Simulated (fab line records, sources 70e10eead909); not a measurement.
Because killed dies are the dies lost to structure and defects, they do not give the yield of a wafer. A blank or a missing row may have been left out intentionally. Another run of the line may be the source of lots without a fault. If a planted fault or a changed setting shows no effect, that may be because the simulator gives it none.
Problem report in the 8D (eight disciplines) form, filled by code || flow nand_harc || the parts of the form that need people (team, actions taken, sign-off) are left out

1. PROBLEM STATEMENT
At NHARC_A_SGD_CUT_DEP_00, rf_fwd_power_W averages 377.1 W over 4 wafers from 2 lots, while fault-free wafers read 448.4 W, standard deviation 1.5. Relative to the usual mean, that is a shift of -48 standard deviations.
The step: deposits SiNx, target thk 50 nm.
Seen first at day 24 14:49 on pecvd-01, wafer L998.2. At this step, 18 wafers from 6 lots have a number in the record. The rule behind "out" and "out of limits": a value lying over 4 standard deviations away from the usual mean. The other wafers with a number count as sound.

2. WHAT IT IS, WHAT IT ISN'T
{"question": "which readings at this step", "is": "rf_fwd_power_W", "is not": "heater_power_outer_w"}
{"question": "which lots", "is": "L100, L998", "is not": "L103, L104, L987, L991"}
{"question": "which wafers of those lots", "is": "L100.3, L100.5, L998.2, L998.4", "is not": "L100.4, L998.1"}
{"question": "read on which tools", "is": "pecvd-01", "is not": "pecvd-02, pecvd-03"}
{"question": "when", "is": "from day 24 14:49", "is not": "up to then (7 sound wafers); but 7 sound wafers of L100, L103, L104 came after"}

3. THE SUSPECTS, EACH WITH WHAT RULES IT OUT
Counting: a tool at a process step up to the reading stays a suspect if it ran every lot that is out. Sound lots after the first of them don't rule it out here, since some wafers of a struck lot are sound.
- pecvd-01 at NHARC_A_SGD_CUT_DEP_00 (deposits SiNx, target thk 50 nm): kept. It processed each lot that is out (first: L998, day 24 14:49); up to then, its last sound lot is L987 (day 20 09:26). Its own rf_fwd_power_W readings are out on those wafers.
- At NHARC_A_SGD_CUT_DEP_00 on pecvd-01, chamber 1 took the sound wafers of the same lots and chamber 2 took the wafers that are out.
Remaining after the count: pecvd-01 at NHARC_A_SGD_CUT_DEP_00.

4. THE CAUSE (what the simulator had put in)
pecvd-01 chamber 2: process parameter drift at NHARC_A_SGD_CUT_DEP_00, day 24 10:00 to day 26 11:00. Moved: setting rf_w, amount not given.
This tool alone remained once counting was done.

5. THE EFFECT CHAIN, in route order
One row per reading whose mean, taken over the struck wafers that have a number, lies over 3 standard deviations from the usual. Readings are gone through only where the record gives a usual standard deviation; hours: the median, over the lots, of the time from a lot's start at the first step in this table giving one to that lot's start at this step; sigmas: the change measured in usual standard deviations.
{"hours": 0, "step": "NHARC_A_SGD_CUT_DEP_00", "reading": "rf_fwd_power_W", "usual": "448.4 W", "on struck wafers": 377.1, "change": -71.3, "sigmas": -48}
Here are the process steps it includes:
- NHARC_A_SGD_CUT_DEP_00: deposits SiNx, target thk 50 nm.
Later measuring or inspecting steps at which every struck wafer that the step has a row for has a number for every such reading, and none has moved that far: NHARC_END_SORT_01.

6. HOW IT WOULD HAVE BEEN CAUGHT EARLIER
In this record no reading fell out of limits until day 24 14:49, 5 hours after the fault had begun at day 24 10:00.
